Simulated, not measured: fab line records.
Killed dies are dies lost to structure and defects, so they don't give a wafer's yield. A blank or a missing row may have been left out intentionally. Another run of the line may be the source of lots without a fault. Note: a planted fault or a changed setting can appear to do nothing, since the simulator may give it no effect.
fab line records | flow nand-harc
record lots=12 | wafers=36 | last-day=33
route steps=1302 shown A_BLC@1133 A_M0@1150 END@1302
lots that met no fault: taken from a fault-free run of the same line
start-h: hours from the record's opening day to when the first of the lot's shown wafers began | wait-h: how many hours have passed since the lot's step before this one | " the same as in the row above | L1.1+2: a single row standing in for several wafers | - no value present, or no start provided | * or withheld: withheld | < > ~ a bound
route shown NAME@n: names a module that has steps shown in the file, with the first one's number in the route | usual: average and standard deviation across the fault-free wafers | same: alike in all rows | chamber/n: place in a boat | sites: readings site by site | _std_site: standard deviation of those values | _edge_site: mean of outer sites minus mean of inner sites | radius-mm: for every site, how far away it sits from the centre of the wafer | mask NAME#n: copy n | behind: the last tool/chamber to shape the wafer | hold: cause of the lot's hold/its duration in hours/its outcome | device: whichever transistor did not switch (one of n, p or np) | end of line: the route-end tests of the same wafers | a step given without rows: its recipe and nothing more | killed: not the wafer's yield, but the dies lost to structure and defects at the first sort | map: per-die view of a wafer (x killed, . not killed, _ where there is no die)
set.NAME: setting as actually run; set.NAME@STEP: the setting as run at that earlier step | model.NAME: the simulator's own value behind a step, which no gauge read
one table for each step of the route and one row for each wafer, over a sample of lots
services: from which hour (start-h, from the record's first day; less than 0 if before it) a tool's chamber was out of use, for how many hours, and why
## steps
# step NHARC_A_BLC_CMP_25
# recipe t-overpolish-s=30 | target-thk-nm=150
# usual motor-current-A=12.2/1.3 | overpolish-run-s=30.000/0.0094 | time-to-endpoint-s=30.3/2.4
lot.wafer | tool   | chamber | start-h | wait-h | motor-current-A | overpolish-run-s | time-to-endpoint-s
L875.4    | cmp-02 | 0       | 533.30  | 0.3    | 13.3            | 30.002           | 31.0
L875.2    | "      | 1       | "       | "      | 12.8            | 29.998           | 23.2
L875.3    | "      | 2       | "       | "      | 12.4            | 30.006           | 23.5
L876.2    | cmp-01 | 1       | 540.35  | 0.4    | 13.2            | 30.009           | 29.2
L876.1    | "      | 2       | "       | "      | 12.0            | 30.003           | 31.4
L876.5    | "      | 3       | "       | "      | 10.7            | 30.001           | 29.6
L877.2    | cmp-02 | 2       | 541.55  | 0.7    | 12.7            | 29.994           | 30.3
L877.4    | "      | 0       | "       | "      | 13.1            | 30.008           | 32.4
L877.6    | "      | 3       | "       | "      | 9.9             | 29.995           | 36.1
L878.3    | cmp-01 | 1       | 563.84  | 0.6    | 12.8            | 30.002           | 29.7
L878.2    | "      | 3       | "       | "      | 10.6            | 30.000           | 28.4
L878.6    | "      | 0       | "       | "      | 12.9            | 30.000           | 26.1
L880.3    | cmp-02 | 0       | 577.26  | 0.4    | 13.3            | 30.002           | 32.5
L880.6    | "      | 2       | "       | "      | 11.7            | 30.010           | 29.8
L880.5    | "      | 3       | "       | "      | 10.1            | 29.993           | 34.0
L881.1    | cmp-03 | 2       | 580.37  | 0.5    | 12.2            | 29.997           | 31.0
L881.3    | "      | 3       | "       | "      | 13.2            | 30.000           | 28.8
L881.6    | "      | 2       | "       | "      | 12.1            | 29.984           | 28.4
L884.3    | cmp-03 | 3       | 614.83  | 0.3    | 13.2            | 29.985           | 29.8
L884.5    | "      | 1       | "       | "      | 10.5            | 29.982           | 28.7
L884.6    | "      | 2       | "       | "      | 12.8            | 30.000           | 31.0
L883.2    | cmp-03 | 2       | 619.29  | 0.5    | 12.3            | 29.998           | 34.0
L883.1    | "      | 1       | "       | "      | 10.1            | 30.005           | 32.1
L883.5    | "      | 3       | "       | "      | 12.8            | 30.020           | 30.8
L885.3    | cmp-01 | 0       | 628.61  | 0.4    | 13.1            | 29.980           | 26.8
L885.5    | "      | 1       | "       | "      | 12.0            | 29.987           | 29.5
L885.6    | "      | 2       | "       | "      | 12.0            | 30.004           | 32.6
L894.3    | cmp-02 | 1       | 715.40  | 0.4    | 11.9            | 29.997           | 26.3
L894.1    | "      | 2       | "       | "      | 12.6            | 29.994           | 25.5
L894.6    | "      | 3       | "       | "      | 10.8            | 29.983           | 32.7
L896.3    | cmp-01 | 0       | 744.40  | 0.2    | 13.3            | 30.015           | 26.3
L896.1    | "      | 1       | "       | "      | 12.7            | 29.993           | 28.8
L896.4    | "      | 3       | "       | "      | 10.6            | 30.009           | 31.6
L897.4    | cmp-02 | 2       | 754.41  | 0.3    | 12.4            | 30.007           | 29.8
L897.2    | "      | 0       | "       | "      | 13.5            | 30.000           | 35.3
L897.5    | "      | 2       | "       | "      | 12.3            | 29.994           | 30.9
# step NHARC_A_M0_DESCUM_14
# recipe time-s=3 | o2-flow-sccm=200 | ar-flow-sccm=0 | bias-power-w=0 | chemistry=O2
# usual drypump-motor-current-A=5.7/0.49 | oes-product-au=1.001/0.0086 | rf-vpp-V=57.8/0.95 | showerhead-plenum-p-Torr=1.91/0.078 | throttle-valve-pct=11.311/0.0083
lot.wafer | tool        | chamber | start-h | wait-h | drypump-motor-current-A | oes-product-au | rf-hours-counter-h | rf-vpp-V | showerhead-plenum-p-Torr | throttle-valve-pct
L875.4    | rie-diel-01 | 2       | 534.76  | 0.1    | 5.4                     | 1.000          | 6.4                | 58.5     | 1.89                     | 11.312
L875.3    | "           | 0       | "       | "      | 5.5                     | 1.005          | 6.3                | 57.1     | 1.81                     | 11.305
L875.2    | "           | 1       | "       | "      | 6.5                     | 1.007          | 5.9                | 58.0     | 1.96                     | 11.312
L876.1    | rie-diel-02 | 1       | 541.80  | 0.1    | 5.7                     | 0.983          | 7.2                | 58.0     | 1.88                     | 11.316
L876.2    | "           | 2       | "       | "      | 5.5                     | 0.988          | 7.1                | 56.4     | 1.86                     | 11.304
L876.5    | "           | 2       | "       | "      | 5.5                     | 1.002          | -                  | 58.7     | 1.86                     | 11.307
L877.2    | rie-diel-02 | 2       | 543.05  | 0.1    | 5.5                     | 1.007          | 7.1                | 57.2     | 1.86                     | 11.313
L877.4    | "           | 3       | "       | "      | 5.8                     | 1.008          | 7.1                | 58.1     | 1.89                     | 11.324
L877.6    | "           | 1       | "       | "      | 5.7                     | 0.996          | -                  | 58.1     | 1.88                     | 11.311
L878.3    | rie-diel-09 | 3       | 565.30  | 0.1    | 5.8                     | 1.006          | 3.0                | 57.8     | 1.92                     | 11.311
L878.2    | "           | 0       | "       | "      | 5.1                     | 1.010          | 3.1                | 56.5     | 1.84                     | 11.307
L878.6    | "           | 3       | "       | "      | 5.7                     | 1.007          | -                  | 58.6     | 1.92                     | 11.309
L880.3    | rie-diel-01 | 3       | 578.71  | 0.1    | 6.4                     | 0.994          | 0.4                | 56.2     | 1.99                     | 11.319
L880.5    | "           | 2       | "       | "      | 5.4                     | 0.986          | -                  | 57.9     | 1.90                     | 11.312
L880.6    | "           | 3       | "       | "      | 6.4                     | 0.989          | -                  | 58.0     | 1.99                     | 11.333
L881.3    | rie-diel-01 | 0       | 581.87  | 0.1    | 5.5                     | 1.001          | 0.4                | 57.8     | 1.81                     | 11.314
L881.1    | "           | 1       | "       | "      | 6.5                     | 1.000          | 0.5                | 57.6     | 1.96                     | 11.295
L881.6    | "           | 2       | "       | "      | 5.3                     | 0.993          | -                  | 58.9     | 1.90                     | 11.310
L884.3    | rie-diel-02 | 0       | 616.28  | 0.1    | 5.5                     | 1.008          | 2.1                | 58.8     | 1.78                     | 11.303
L884.6    | "           | 0       | "       | "      | 5.4                     | 1.006          | -                  | 57.3     | 1.78                     | 11.308
L884.5    | "           | 1       | "       | "      | 5.7                     | 0.990          | -                  | 59.2     | 1.88                     | 11.321
L883.2    | rie-diel-01 | 1       | 620.65  | 0.1    | 6.5                     | 1.000          | 2.4                | 56.5     | 1.96                     | 11.303
L883.1    | "           | 0       | "       | "      | 5.5                     | 0.992          | 2.2                | 55.6     | 1.81                     | 11.297
L883.5    | "           | 1       | "       | "      | 6.5                     | 0.993          | -                  | 58.2     | 1.96                     | 11.320
L885.3    | rie-diel-02 | 0       | 629.90  | 0.1    | 5.5                     | 1.003          | 2.8                | 58.9     | 1.78                     | 11.300
L885.5    | "           | 3       | "       | "      | 5.7                     | 1.002          | -                  | 57.6     | 1.89                     | 11.294
L885.6    | "           | 0       | "       | "      | 5.4                     | 1.006          | -                  | 56.6     | 1.78                     | 11.316
L894.3    | rie-diel-09 | 3       | 716.86  | 0.1    | 5.7                     | 1.017          | 1.8                | 59.0     | 1.92                     | 11.311
L894.1    | "           | 0       | "       | "      | 5.1                     | 1.000          | 1.9                | 58.0     | 1.83                     | 11.302
L894.6    | "           | 2       | "       | "      | 6.4                     | 1.016          | -                  | 58.6     | 2.00                     | 11.312
L896.1    | rie-diel-02 | 1       | 745.90  | 0.1    | 5.7                     | 0.986          | 8.7                | 55.3     | 1.88                     | 11.324
L896.3    | "           | 2       | "       | "      | 5.4                     | 1.004          | 8.5                | 56.5     | 1.86                     | 11.302
L896.4    | "           | 3       | "       | "      | 5.7                     | 0.994          | 8.4                | 58.0     | 1.89                     | 11.306
L897.4    | rie-diel-09 | 0       | 756.02  | 0.1    | 5.1                     | 0.990          | 4.1                | 57.4     | 1.83                     | 11.314
L897.2    | "           | 1       | "       | "      | 5.1                     | 1.018          | 3.8                | 58.5     | 2.04                     | 11.298
L897.5    | "           | 1       | "       | "      | 5.1                     | 1.016          | -                  | 58.0     | 2.04                     | 11.308
# step NHARC_A_M0_PVD_21
# recipe target-thk-a=300 | chamber-pressure-pa=5 | power-w=5000 | substrate-temp-c=30 | time-s=20.49 | material=Cu
# usual cathode-dc-power-W=4999.9/0.98 | chamber-pressure-pa=5.001/0.009 | substrate-temp-c=29.98/0.11 | throttle-valve-pct=30.4/0.91
lot.wafer | tool           | chamber | start-h | wait-h | cathode-dc-power-W | chamber-pressure-pa | substrate-temp-c | throttle-valve-pct
L875.2    | pvd-sputter-02 | -       | 535.90  | -      | 4999.0             | 5.001               | 30.10            | 30.5
L875.3    | "              | -       | "       | "      | 5000.7             | 4.995               | 30.01            | 30.6
L875.4    | "              | -       | "       | "      | 5000.1             | 5.001               | 30.06            | 30.1
L876.1    | pvd-sputter-02 | -       | 542.99  | -      | 5000.4             | 4.997               | 30.18            | 30.7
L876.2    | "              | -       | "       | "      | 4998.7             | 4.999               | 30.05            | 30.4
L876.5    | "              | -       | "       | "      | 5000.3             | 5.002               | 29.97            | 30.9
L877.4    | pvd-sputter-02 | -       | 544.24  | -      | 4999.1             | 5.014               | 29.95            | 30.5
L877.2    | "              | -       | "       | "      | 5001.2             | 5.010               | 30.00            | 30.6
L877.6    | "              | -       | "       | "      | 5000.4             | 5.003               | 30.01            | 30.8
L878.3    | pvd-sputter-01 | -       | 566.45  | -      | 4999.9             | 5.012               | 30.09            | 29.9
L878.2    | "              | -       | "       | "      | 5000.1             | 5.018               | 30.00            | 29.4
L878.6    | "              | -       | "       | "      | 5000.3             | 4.992               | 29.77            | 30.5
L880.3    | pvd-sputter-01 | -       | 579.86  | -      | 4998.8             | 5.003               | 29.91            | 30.1
L880.5    | "              | -       | "       | "      | 4999.9             | 4.986               | 29.91            | 32.1
L880.6    | "              | -       | "       | "      | 5000.3             | 4.996               | 30.02            | 30.7
L881.3    | pvd-sputter-03 | -       | 583.01  | -      | 4999.5             | 4.982               | 30.15            | 29.5
L881.1    | "              | -       | "       | "      | 5002.0             | 5.007               | 30.26            | 28.1
L881.6    | "              | -       | "       | "      | 5000.0             | 5.000               | 30.14            | 29.6
L884.3    | pvd-sputter-01 | -       | 617.46  | -      | 5002.1             | 5.011               | 30.12            | 28.8
L884.5    | "              | -       | "       | "      | 5000.7             | 4.996               | 30.11            | 31.8
L884.6    | "              | -       | "       | "      | 4999.3             | 4.998               | 29.82            | 31.0
L883.1    | pvd-sputter-01 | -       | 621.79  | -      | -                  | -                   | -                | -
L883.2    | "              | -       | "       | "      | -                  | -                   | -                | -
L883.5    | "              | -       | "       | "      | -                  | -                   | -                | -
L885.3    | pvd-sputter-01 | -       | 631.07  | -      | -                  | -                   | -                | -
L885.5    | "              | -       | "       | "      | -                  | -                   | -                | -
L885.6    | "              | -       | "       | "      | -                  | -                   | -                | -
L894.3    | pvd-sputter-02 | -       | 718.03  | -      | 4999.0             | 4.999               | 30.09            | 31.0
L894.1    | "              | -       | "       | "      | 4999.3             | 4.995               | 30.10            | 30.2
L894.6    | "              | -       | "       | "      | 4999.8             | 5.010               | 30.03            | 30.9
L896.3    | pvd-sputter-01 | -       | 747.04  | -      | 5001.6             | 4.991               | 29.96            | 31.9
L896.4    | "              | -       | "       | "      | 4999.2             | 5.011               | 30.06            | 31.0
L896.1    | "              | -       | "       | "      | 4998.6             | 5.006               | 29.92            | 30.1
L897.4    | pvd-sputter-02 | -       | 757.20  | -      | 5000.3             | 5.000               | 29.94            | 31.2
L897.2    | "              | -       | "       | "      | 4999.6             | 4.997               | 30.02            | 31.1
L897.5    | "              | -       | "       | "      | 5000.9             | 5.006               | 29.95            | 31.4
# step NHARC_A_M0_INSPECT_27
# usual raw-defect-count=533/130
lot.wafer | tool              | chamber | start-h | wait-h | raw-defect-count
L875.2    | defect-inspect-01 | -       | 537.22  | 0.0    | 502
L875.3    | "                 | -       | "       | "      | 625
L875.4    | "                 | -       | "       | "      | 616
L876.1    | defect-inspect-02 | -       | 544.50  | 0.0    | 393
L876.2    | "                 | -       | "       | "      | 469
L876.5    | "                 | -       | "       | "      | 535
L877.2    | defect-inspect-01 | -       | 545.56  | 0.0    | 377
L877.4    | "                 | -       | "       | "      | 348
L877.6    | "                 | -       | "       | "      | 322
L878.2    | defect-inspect-01 | -       | 567.77  | 0.0    | 500
L878.3    | "                 | -       | "       | "      | 455
L878.6    | "                 | -       | "       | "      | 460
L880.3    | defect-inspect-01 | -       | 581.18  | 0.0    | 720
L880.5    | "                 | -       | "       | "      | 599
L880.6    | "                 | -       | "       | "      | 417
L881.1    | defect-inspect-02 | -       | 584.33  | 0.0    | 804
L881.3    | "                 | -       | "       | "      | 599
L881.6    | "                 | -       | "       | "      | 638
L884.3    | defect-inspect-01 | -       | 618.76  | 0.0    | 430
L884.5    | "                 | -       | "       | "      | 468
L884.6    | "                 | -       | "       | "      | 525
L883.1    | defect-inspect-02 | -       | 623.23  | 0.0    | 406
L883.2    | "                 | -       | "       | "      | 492
L883.5    | "                 | -       | "       | "      | 344
L885.3    | defect-inspect-01 | -       | 632.37  | 0.0    | 304
L885.5    | "                 | -       | "       | "      | 509
L885.6    | "                 | -       | "       | "      | 372
L894.1    | defect-inspect-01 | -       | 719.35  | 0.0    | 346
L894.3    | "                 | -       | "       | "      | 294
L894.6    | "                 | -       | "       | "      | 395
L896.1    | defect-inspect-01 | -       | 748.43  | 0.0    | 734
L896.3    | "                 | -       | "       | "      | 761
L896.4    | "                 | -       | "       | "      | 753
L897.2    | defect-inspect-01 | -       | 758.53  | 0.0    | 439
L897.4    | "                 | -       | "       | "      | 369
L897.5    | "                 | -       | "       | "      | 451
# step NHARC_END_SORT_01
# recipe temp-c=25
# usual defect-limited-yield=91.1/2.9 | killed-at-array=55/20 | killed-at-other=0.7/0.96 | killed-at-periphery=4.1/2.4 | killed-dies=60/20 | killed-open=3.3/1.9 | killed-short=2.8/1.6
# same gross-dies=677
lot.wafer | tool      | chamber | start-h | wait-h | defect-limited-yield[%] | killed-at-array | killed-at-other | killed-at-periphery | killed-dies | killed-open | killed-short
L884.3    | prober-02 | 0       | 656.20  | 3.1    | 93.4                    | 39              | 0               | 6                   | 45          | 4           | 3
L884.5    | prober-02 | 0       | 657.81  | 3.7    | 92.0                    | 49              | 0               | 5                   | 54          | 5           | 1
L884.6    | prober-02 | 0       | 658.62  | 4.0    | 91.7                    | 45              | 0               | 11                  | 56          | 3           | 2
L883.1    | prober-01 | 0       | 662.32  | 2.5    | 0                       | 668             | 1               | 8                   | 677         | 5           | 1
L883.2    | prober-01 | 0       | 663.11  | 2.8    | 0                       | 671             | 0               | 6                   | 677         | 3           | 1
L883.5    | prober-01 | 0       | 665.48  | 3.7    | 0                       | 669             | 0               | 8                   | 677         | 2           | 4
L885.3    | prober-02 | 0       | 672.80  | 3.1    | 0                       | 671             | 0               | 6                   | 677         | 1           | 2
L885.5    | prober-02 | 0       | 674.39  | 3.7    | 0                       | 667             | 3               | 7                   | 677         | 3           | 1
L885.6    | prober-02 | 0       | 675.18  | 4.0    | 0                       | 670             | 2               | 5                   | 677         | 7           | 6
L894.1    | prober-01 | 0       | 761.77  | 2.5    | 94.5                    | 33              | 2               | 2                   | 37          | 5           | 3
L894.3    | prober-01 | 0       | 763.37  | 3.1    | 95.9                    | 23              | 2               | 3                   | 28          | 1           | 2
L894.6    | prober-01 | 0       | 765.77  | 4.0    | 95.1                    | 30              | 1               | 2                   | 33          | 2           | 1
# killed by level:class
L884.3 A_SLIT:chamber-film-flake=22 A_CONTACT:chamber-film-flake=6 A_CHANNEL_HOLE_D2:chamber-film-flake=3 P_M2:chamber-film-flake=2 P_BONDPAD:chamber-film-flake=2 P_STI:geometric-particle:open=1 P_CONTACT:geometric-particle:open=1 A_CHANNEL_HOLE_D1:geometric-particle:short=1
L884.5 A_SLIT:chamber-film-flake=29 A_CONTACT:chamber-film-flake=4 A_DECK1_JOINT:chamber-film-flake=3 A_CHANNEL_HOLE_D2:chamber-film-flake=3 A_CHANNEL_HOLE_D1:chamber-film-flake=2 P_GATE:geometric-particle:open=1 P_CONTACT:geometric-particle:open=1 A_CHANNEL_FILL_D1:geometric-particle:short=1
L884.6 A_SLIT:chamber-film-flake=30 P_M2:chamber-film-flake=6 A_CHANNEL_HOLE_D1:chamber-film-flake=4 A_CHANNEL_FILL_D1:geometric-particle:open=2 A_CONTACT:chamber-film-flake=2 A_DECK1_JOINT:chamber-film-flake=2 A_CHANNEL_HOLE_D2:chamber-film-flake=2 P_STI:geometric-particle:short=1
L883.1 A_M0:area-pvd=643 A_CHANNEL_HOLE_D2:chamber-film-flake=10 A_CHANNEL_HOLE_D1:chamber-film-flake=6 A_STAIRCASE:chamber-film-flake=5 P_M2:chamber-film-flake=4 P_CONTACT:geometric-particle:open=2 P_GATE:geometric-particle:open=1 P_M0:geometric-particle:open=1
L883.2 A_M0:area-pvd=640 A_CHANNEL_HOLE_D2:chamber-film-flake=18 A_STAIRCASE:chamber-film-flake=4 A_CHANNEL_HOLE_D1:chamber-film-flake=3 A_CONTACT:chamber-film-flake=3 P_STI:chamber-film-flake=2 P_M2:chamber-film-flake=2 P_M0:geometric-particle:open=1
L883.5 A_M0:area-pvd=650 A_CHANNEL_HOLE_D2:chamber-film-flake=7 P_M2:chamber-film-flake=4 A_CHANNEL_HOLE_D1:chamber-film-flake=4 A_BLC:geometric-particle:open=2 A_STAIRCASE:chamber-film-flake=2 P_M2:geometric-particle:short=1 A_CHANNEL_FILL_D2:geometric-particle:short=1
L885.3 A_M0:area-pvd=636 A_CHANNEL_HOLE_D2:chamber-film-flake=16 A_CONTACT:chamber-film-flake=5 A_CHANNEL_HOLE_D1:chamber-film-flake=4 A_DECK1_JOINT:chamber-film-flake=3 P_M2:chamber-film-flake=2 A_M1:chamber-film-flake=2 A_ONON_D1:geometric-particle:short=1
L885.5 A_M0:area-pvd=634 A_CHANNEL_HOLE_D2:chamber-film-flake=17 A_CHANNEL_HOLE_D1:chamber-film-flake=4 A_SLIT:chamber-film-flake=4 A_M1:chamber-film-flake=4 THIN_TSV:chamber-film-flake=3 P_CONTACT:geometric-particle:open=2 P_BONDPAD:chamber-film-flake=2
L885.6 A_M0:area-pvd=635 A_CHANNEL_HOLE_D2:chamber-film-flake=12 A_CHANNEL_HOLE_D1:chamber-film-flake=6 A_SLIT:chamber-film-flake=4 A_CONTACT:chamber-film-flake=3 P_M0:geometric-particle:short=2 A_CHANNEL_FILL_D2:geometric-particle:open=2 THIN_TSV:chamber-film-flake=2
L894.1 A_CHANNEL_HOLE_D1:chamber-film-flake=14 A_SLIT:chamber-film-flake=5 A_CONTACT:chamber-film-flake=4 A_WL_FILL:geometric-particle:short=2 A_WL_FILL:geometric-particle:open=2 P_ZERO_WELL:geometric-particle:open=1 A_SOURCE_PLATE:geometric-particle:open=1 A_ONON_D1:geometric-particle:open=1
L894.3 A_CHANNEL_HOLE_D1:chamber-film-flake=14 A_CONTACT:chamber-film-flake=4 P_STI:chamber-film-flake=2 THIN_TSV:chamber-film-flake=2 P_M0:geometric-particle:short=1 A_CHANNEL_FILL_D2:geometric-particle:open=1 A_M1:geometric-particle:short=1 A_ZERO_WELL:chamber-film-flake=1
L894.6 A_CHANNEL_HOLE_D1:chamber-film-flake=13 A_SLIT:chamber-film-flake=6 A_CONTACT:chamber-film-flake=3 A_CHANNEL_FILL_D2:geometric-particle:open=1 A_WL_FILL:geometric-particle:short=1 A_CONTACT:geometric-particle:open=1 P_ZERO_WELL:chamber-film-flake=1 P_M1:chamber-film-flake=1
## services
tool           | chamber | start-h | hours | kind
rie-diel-02    | 1       | 510.46  | 5.9   | repair
rie-diel-02    | 3       | 525.57  | 4.5   | repair
cmp-02         | -       | 526.65  | 4.0   | pm
pvd-sputter-01 | -       | 530.60  | 2.3   | repair
pvd-sputter-01 | -       | 535.65  | 0.8   | repair
rie-diel-01    | -       | 549.16  | 0.6   | repair
rie-diel-01    | 2       | 554.53  | 4.5   | repair
rie-diel-01    | -       | 557.77  | 1.1   | repair
rie-diel-02    | -       | 570.82  | 9.0   | pm
pvd-sputter-01 | -       | 582.00  | 10.0  | pm
cmp-02         | -       | 598.75  | 1.3   | repair
cmp-02         | -       | 605.18  | 6.7   | repair
pvd-sputter-01 | -       | 606.46  | 3.1   | repair
cmp-02         | -       | 624.65  | 4.0   | pm
cmp-02         | -       | 631.01  | 2.0   | repair
pvd-sputter-02 | -       | 638.02  | 10.0  | pm
pvd-sputter-02 | -       | 658.04  | 2.0   | repair
pvd-sputter-01 | -       | 667.06  | 2.0   | repair
rie-diel-02    | 2       | 693.26  | 1.9   | repair
pvd-sputter-02 | -       | 695.14  | 5.3   | repair
cmp-02         | -       | 698.77  | 1.4   | repair
cmp-02         | -       | 703.45  | 0.4   | repair
cmp-02         | -       | 722.65  | 4.0   | pm
rie-diel-02    | -       | 747.82  | 9.0   | pm
## key
first-sign step=NHARC_A_M0_PVD_21 | reading=tool-record | direction=missing
effect step=NHARC_END_SORT_01 | reading=defect-limited-yield | direction=down | sigmas=31 | usual=91.1 | struck=0
more-kills-born-at NHARC_A_M0_PVD_21@pvd-sputter-01=3838
met-at NHARC_A_M0_PVD_21
struck-lots L883,L885
later-rows-left-out L883.1,L883.2,L883.5,L885.3,L885.5,L885.6
not-acting-at NHARC_A_BLC_CMP_25,NHARC_A_M0_DESCUM_14,NHARC_A_M0_INSPECT_27
onset-between 617.46 621.79
fault kind=skipped-step-whole | tool=pvd-sputter-01 | chamber=- | onset-h=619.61 | steps=NHARC_A_M0_PVD_21 | scope=struck-lots-only
# later-rows-left-out: the simulator's readings of these wafers behind a module that went badly wrong aren't trusted and aren't shown, but for the sort
